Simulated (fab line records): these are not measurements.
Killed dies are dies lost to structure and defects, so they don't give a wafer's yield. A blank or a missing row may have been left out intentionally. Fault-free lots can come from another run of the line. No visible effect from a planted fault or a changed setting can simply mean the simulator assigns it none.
fab line records	flow n5_finfet
record lots=10	wafers=30	last_day=16
route steps=1938 shown BEOL_M9@1446 TV_OPEN@1888 PAD_METAL@1894 PASSIVATION@1910
lots that met no fault: taken from a fault-free run of the same line
start_h: hours from the record's first day to the start of the lot's first wafer shown	wait_h: hours since the lot's step before	" identical to the entry in the row above	L1.1+2: one row covering several wafers at once	- no value, or no start given	* or withheld: withheld	< > ~ a bound
route shown NAME@n: names a module that has steps shown in the file, with the first one's number in the route	usual: mean/standard deviation of fault-free wafers	same: alike in all rows	chamber/n: place in a boat	sites: per-site readings	_std_site: standard deviation of those values	_edge_site: outer sites' mean less inner sites'	radius_mm: how far each site lies from the wafer's centre	mask NAME#n: copy n	behind: tool/chamber where the wafer was last shaped	hold: why the lot went on hold/how many hours it stayed there/how the hold came to an end	device: whichever transistor did not switch (one of n, p or np)	end of line: at the end of the route, the tests of the same wafers	where a step has no rows: the recipe by itself	killed: the dies lost at the first sort to structure and to defects; this is not the yield of the wafer	map: a wafer's dies, marking killed ones x, the rest . and places with no die _
set.NAME: setting as actually run; set.NAME@STEP: the setting as run at that earlier step	model.NAME: the simulator's own value behind a step, which no gauge read
a sample of lots followed through the steps of the route, with each step as a table and each wafer as a row
services: a tool's chamber out of use, with start hour (start_h, from the record's first day; less than 0 if before it), hours out, and reason
## steps
# step N5_BEOL_M9_TRENCH_ETCH_37
# recipe chemistry=C4F6/O2	target_depth_a=1514.3	target=SiCOH_lowk	time_s=49	ion_energy_ev=250	pressure_mtorr=30	source_w=345	bias_w=185	Ar_flow_sccm=300	C4F6_flow_sccm=10	O2_flow_sccm=10
# usual drypump_motor_current_A=5.9/0.45	oes_product_au=0.77/0.076	rf_vpp_V=670/16	showerhead_plenum_p_Torr=2.89/0.07	throttle_valve_pct=20.89/0.17
lot.wafer	tool	chamber	start_h	wait_h	drypump_motor_current_A	oes_product_au	rf_hours_counter_h	rf_vpp_V	showerhead_plenum_p_Torr	throttle_valve_pct
L569.1	rie_diel-03	1	212.80	-	6.1	0.73	177	660	2.98	21.18
L569.4	"	0	"	"	6.8	0.76	129	652	2.88	21.10
L569.6	"	0	"	"	6.8	0.76	-	651	2.88	21.11
L570.2	rie_diel-01	0	221.65	-	5.8	0.90	33	665	2.89	20.93
L570.3	"	2	"	"	5.7	0.71	208	701	2.93	20.60
L570.4	"	1	"	"	5.9	0.86	59	683	3.01	20.81
L573.3	rie_diel-01	1	233.16	-	5.9	0.84	63	684	3.01	20.83
L573.4	"	3	"	"	6.3	0.71	203	665	2.81	20.86
L573.5	"	1	"	"	5.9	0.85	-	684	3.01	20.82
L572.1	rie_diel-01	3	236.61	-	6.3	0.71	204	665	2.81	20.87
L572.2	"	2	"	"	5.7	0.71	213	699	2.93	20.61
L572.3	"	0	"	"	5.8	0.88	38	664	2.89	20.94
L574.2	rie_diel-01	1	240.49	-	5.9	0.84	65	683	3.00	20.82
L574.3	"	3	"	"	6.3	0.71	206	665	2.81	20.89
L574.6	"	3	"	"	6.3	0.71	-	666	2.81	20.87
L577.1	rie_diel-01	0	246.12	-	5.8	0.89	41	665	2.89	20.94
L577.5	"	0	"	"	5.8	0.88	-	664	2.89	20.96
L577.6	"	3	"	"	6.3	0.73	-	666	2.81	20.85
L578.1	rie_diel-01	1	266.36	-	5.9	0.83	73	683	3.00	20.83
L578.2	"	3	"	"	6.3	0.72	214	665	2.81	20.88
L578.4	"	0	"	"	5.8	0.87	47	666	2.89	20.97
L580.1	rie_diel-01	1	283.19	-	5.9	0.83	77	683	3.00	20.82
L580.2	"	2	"	"	5.7	0.70	227	699	2.92	20.64
L580.4	"	0	"	"	5.8	0.86	52	664	2.89	20.98
L585.3	rie_diel-03	0	302.34	-	6.8	0.73	157	651	2.87	21.14
L585.4	"	2	"	"	4.9	0.83	52	658	2.80	20.85
L585.5	"	3	"	"	6.0	0.69	-	685	2.91	21.05
L586.1	rie_diel-01	1	309.51	-	5.9	0.81	86	684	2.99	20.85
L586.2	"	0	"	"	5.8	0.85	61	665	2.88	20.99
L586.5	"	3	"	"	6.3	0.69	-	665	2.80	20.90
# step N5_PASSIVATION_VIA_ETCH_13
# recipe chemistry=CHF3/O2	target=SiO2	target_depth_a=6600	CHF3_flow_sccm=50	O2_flow_sccm=5	Ar_flow_sccm=200	time_s=330	mask_material=PR	pressure_mtorr=30	source_w=650	bias_w=170	ion_energy_ev=200	ends=cleared
# usual drypump_motor_current_A=5.9/0.45	etch_rf_on_time_s=237/5	oes_product_au=0.71/0.08	rf_vpp_V=522/12	showerhead_plenum_p_Torr=2.44/0.068	throttle_valve_pct=18.83/0.17
lot.wafer	tool	chamber	start_h	wait_h	drypump_motor_current_A	etch_rf_on_time_s	oes_product_au	rf_hours_counter_h	rf_vpp_V	showerhead_plenum_p_Torr	throttle_valve_pct
L569.1	rie_diel-02	1	262.88	0.1	5.7	235	0.65	183	522	2.39	18.65
L569.4	"	1	"	"	5.8	241	0.67	-	521	2.39	18.67
L569.6	"	1	"	"	5.8	240	0.66	-	522	2.39	18.64
L570.2	rie_diel-01	2	274.99	0.0	5.7	240	0.63	225	551	2.48	18.62
L570.3	"	3	"	"	6.3	233	0.65	216	524	2.38	18.89
L570.4	"	1	"	"	5.9	234	0.76	75	537	2.54	18.75
L573.3	rie_diel-02	2	289.73	0.0	6.5	246	0.62	236	502	2.38	19.11
L573.4	"	3	"	"	5.6	238	0.79	-	508	2.56	18.65
L573.5	"	2	"	"	6.5	242	0.62	-	502	2.38	19.09
L572.1	rie_diel-03	1	290.14	0.0	6.1	242	0.63	203	517	2.51	19.12
L572.2	"	0	"	"	6.7	239	0.67	153	512	2.43	19.04
L572.3	"	2	"	"	4.9	241	0.75	48	519	2.36	18.74
L574.2	rie_diel-03	2	294.30	0.0	4.9	238	0.74	50	517	2.36	18.75
L574.3	"	1	"	"	6.0	241	0.64	205	518	2.51	19.13
L574.6	"	2	"	"	4.9	242	0.75	-	517	2.36	18.76
L577.1	rie_diel-01	1	299.28	0.0	5.9	236	0.74	83	536	2.54	18.77
L577.5	"	0	"	"	5.8	233	0.78	-	523	2.44	18.92
L577.6	"	3	"	"	6.3	242	0.64	-	525	2.37	18.89
L578.1	rie_diel-02	3	316.04	0.0	5.6	236	0.78	51	509	2.56	18.67
L578.2	"	2	"	"	6.5	238	0.62	245	503	2.37	19.11
L578.4	"	1	"	"	5.8	235	0.65	204	523	2.38	18.69
L580.1	rie_diel-01	3	330.65	0.0	6.3	236	0.63	237	525	2.37	18.89
L580.2	"	0	"	"	5.8	228	0.75	69	523	2.44	18.92
L580.4	"	1	"	"	5.9	231	0.73	-	538	2.53	18.79
L585.3	rie_diel-02	3	370.43	0.0	5.6	238	0.76	68	507	2.55	18.70
L585.4	"	1	"	"	5.8	247	0.62	-	522	2.38	18.71
L585.5	"	2	"	"	6.5	234	0.86	-	502	2.37	18.68
L586.1	rie_diel-02	2	377.06	0.0	6.4	232	0.84	8	502	2.37	18.69
L586.2	"	1	"	"	5.7	235	0.63	227	523	2.38	18.72
L586.5	"	1	"	"	5.8	243	0.63	-	524	2.38	18.72
# step N5_PASSIVATION_PRE_CLEAN_19
# recipe gas=H2/He	time_s=*	temp_c=*
# usual heater_power_w=464/34
lot.wafer	tool	chamber	start_h	wait_h	heater_power_w
L569.1	pvd_sputter-01	-	263.69	0.0	483
L569.4	"	-	"	"	501
L569.6	"	-	"	"	465
L570.2	pvd_sputter-02	-	275.81	0.0	495
L570.3	"	-	"	"	485
L570.4	"	-	"	"	487
L573.3	pvd_sputter-01	-	290.87	0.0	476
L573.4	"	-	"	"	482
L573.5	"	-	"	"	472
L572.1	pvd_sputter-01	-	291.29	0.0	495
L572.2	"	-	"	"	437
L572.3	"	-	"	"	422
L574.2	pvd_sputter-02	-	296.98	0.0	502
L574.3	"	-	"	"	507
L574.6	"	-	"	"	513
L577.1	pvd_sputter-02	-	299.88	0.0	509
L577.5	"	-	"	"	446
L577.6	"	-	"	"	506
L578.1	pvd_sputter-03	-	320.63	0.0	449
L578.2	"	-	"	"	465
L578.4	"	-	"	"	418
L580.1	pvd_sputter-03	-	331.27	0.0	456
L580.2	"	-	"	"	384
L580.4	"	-	"	"	443
L585.3	pvd_sputter-02	-	370.96	0.0	450
L585.4	"	-	"	"	489
L585.5	"	-	"	"	508
L586.1	pvd_sputter-01	-	378.23	0.0	441
L586.2	"	-	"	"	471
L586.5	"	-	"	"	433
# step N5_PASSIVATION_ETCH_59
# recipe chemistry=Cl2/BCl3	target=TaN	target_depth_a=650	time_s=34.9	ion_energy_ev=100	pressure_mtorr=10	icp_w=900	bias_w=100	Cl2_flow_sccm=60	bcl3_flow_sccm=30
# usual drypump_motor_current_A=5.38/0.27	oes_product_au=0.80/0.079	throttle_valve_pct=21.15/0.17
lot.wafer	tool	chamber	start_h	wait_h	drypump_motor_current_A	oes_product_au	rf_hours_counter_h	throttle_valve_pct
L569.1	rie_metal-03	1	265.00	0.3	5.58	0.70	81	21.34
L569.4	"	0	"	"	5.55	0.66	-	21.52
L569.6	"	1	"	"	5.60	0.69	-	21.36
L570.2	rie_metal-02	0	277.21	0.3	5.07	0.79	44	21.21
L570.3	"	1	"	"	6.01	0.64	-	21.26
L570.4	"	0	"	"	5.04	0.79	-	21.23
L573.3	rie_metal-01	0	292.10	0.2	5.24	0.86	-	21.15
L573.4	"	1	"	"	5.49	0.87	-	20.93
L573.5	"	1	"	"	5.46	0.88	-	20.92
L572.1	rie_metal-03	1	292.48	0.3	5.63	0.70	84	21.32
L572.2	"	0	"	"	5.58	0.67	106	21.51
L572.3	"	1	"	"	5.64	0.70	-	21.34
L574.2	rie_metal-02	0	298.33	0.3	5.01	0.79	47	21.22
L574.3	"	0	"	"	5.03	0.79	-	21.22
L574.6	"	1	"	"	5.99	0.64	-	21.27
L577.1	rie_metal-02	0	301.68	0.7	5.03	0.78	48	21.26
L577.5	"	0	"	"	5.03	0.79	-	21.24
L577.6	"	0	"	"	5.02	0.77	-	21.25
L578.1	rie_metal-01	1	321.97	0.3	5.49	0.86	15	20.94
L578.2	"	0	"	"	5.21	0.84	18	21.17
L578.4	"	0	"	"	5.22	0.84	-	21.16
L580.1	rie_metal-02	0	333.10	0.7	5.07	0.77	53	21.24
L580.2	"	0	"	"	5.05	0.77	-	21.24
L580.4	"	0	"	"	5.05	0.77	-	21.26
L585.3	rie_metal-02	1	372.30	0.2	5.97	0.97	-	20.82
L585.4	"	0	"	"	5.07	0.76	-	21.26
L585.5	"	0	"	"	5.05	0.76	-	21.25
L586.1	rie_metal-01	0	379.54	0.3	5.24	0.82	25	21.17
L586.2	"	1	"	"	5.48	0.85	21	20.92
L586.5	"	0	"	"	5.22	0.83	-	21.18
# step N5_PASSIVATION_PROBE_49
# usual defect_limited_yield=91.3/1.5	killed_at_M0_to_M3=35/10	killed_at_M4_up=12/4.6	killed_at_contacts=13/6.6	killed_at_front_end=39/11	killed_at_other=4/3.4	killed_dies=103/17	killed_on_rim=14/4.1	killed_open=67/13	killed_short=35/8.2	sort_bin_5_function=5.1/0.94	sort_bin_6_memory=3.2/0.7	sort_n_pass=1077/17	sort_yield_pct=91.3/1.5
# same gross_dies=1180	killed_at_back_side=0	sort_bin_4_leakage[%]=0	sort_bin_8_speed[%]=0
lot.wafer	tool	chamber	start_h	wait_h	defect_limited_yield[%]	killed_at_M0_to_M3	killed_at_M4_up	killed_at_contacts	killed_at_front_end	killed_at_other	killed_dies	killed_on_rim	killed_open	killed_short	sort_bin_5_function[%]	sort_bin_6_memory[%]	sort_n_pass	sort_yield_pct[%]
L586.1	prober-01	-	383.95	0.0	92.6	37	13	2	35	0	87	10	54	32	4.5	2.5	1093	92.6
L586.2	prober-01	-	384.00	0.1	93.6	28	18	6	19	5	76	1	50	25	3.9	2.1	1104	93.6
L586.5	prober-01	-	384.15	0.2	86.3	31	68	24	37	2	162	32	68	34	7.5	3.7	1018	86.3
# killed by level:class
L586.1 STI_FIN_REVEAL:geometric_particle:open=11 BEOL_M4:geometric_particle:open=8 BEOL_M0_SAQP:geometric_particle:short=8 BEOL_M0_SAQP:geometric_particle:open=7 BEOL_M3:geometric_particle:open=7 BEOL_M3:geometric_particle:short=7 DUMMY_GATE:geometric_particle:open=4 BEOL_M1:geometric_particle:open=4
L586.2 BEOL_M4:geometric_particle:open=8 STI_FIN_REVEAL:geometric_particle:open=5 BEOL_M0_SAQP:geometric_particle:short=5 BEOL_M0_SAQP:geometric_particle:open=5 BEOL_M0:geometric_particle:open=5 BEOL_M5:geometric_particle:open=5 FIN_SAQP:geometric_particle:open=4 MOL_CONTACT_COAG:geometric_particle:open=4
L586.5 BEOL_M9:unspecified=57 MOL_CONTACT_COAG:geometric_particle:open=20 BEOL_M0_SAQP:geometric_particle:short=12 DUMMY_GATE:geometric_particle:open=8 STI_FIN_REVEAL:geometric_particle:open=7 BEOL_M1:geometric_particle:open=7 ILD0:geometric_particle:open=4 MOL_CONTACT_COAG:geometric_particle:short=4
## services
tool	chamber	start_h	hours	kind
rie_diel-03	1	193.13	8.5	repair
rie_metal-02	-	224.92	2.8	pm
rie_metal-02	-	229.67	6.9	repair
rie_metal-03	-	234.15	2.8	pm
rie_diel-03	-	236.51	0.3	repair
rie_diel-02	2	244.08	21.0	repair
rie_diel-03	0	253.64	2.0	repair
rie_diel-02	0	254.95	14.4	repair
rie_diel-02	3	282.57	1.5	repair
rie_diel-03	3	285.32	6.0	repair
rie_diel-01	-	290.73	2.8	pm
rie_diel-01	2	293.58	40.7	repair
pvd_sputter-02	-	316.01	7.5	repair
rie_diel-02	2	324.02	3.9	repair
rie_diel-01	1	326.23	2.7	repair
rie_metal-03	1	337.15	8.3	repair
rie_metal-02	1	340.07	5.2	repair
pvd_sputter-03	-	341.29	2.4	repair
pvd_sputter-03	-	345.62	20.9	repair
pvd_sputter-02	-	358.07	3.6	repair
rie_diel-01	3	376.47	-	clean
rie_diel-01	3	376.47	-	consumable_replace:focus_ring
rie_diel-01	3	376.47	19.3	scheduled_down
rie_diel-01	3	376.47	19.3	vent_cycle
## key
first_sign step=N5_PASSIVATION_PROBE_49	reading=killed_at_M4_up	direction=up	sigmas=12	usual=12	struck=68
effect step=N5_PASSIVATION_PROBE_49	reading=defect_limited_yield	direction=down	sigmas=3.4	usual=91.3	struck=86.3
more_kills_born_at N5_BEOL_M9_TRENCH_ETCH_37@rie_diel-01=57
met_at N5_BEOL_M9_TRENCH_ETCH_37
struck_lots L586
struck_wafers L586.5
not_acting_at N5_PASSIVATION_VIA_ETCH_13,N5_PASSIVATION_PRE_CLEAN_19,N5_PASSIVATION_ETCH_59
onset_between 266.36 309.51
fault kind=chamber_particle_source	tool=rie_diel-01	chamber=3	onset_h=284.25	steps=N5_BEOL_M9_TRENCH_ETCH_37	rate_per_visit_cm2=1.9113	end_h=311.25
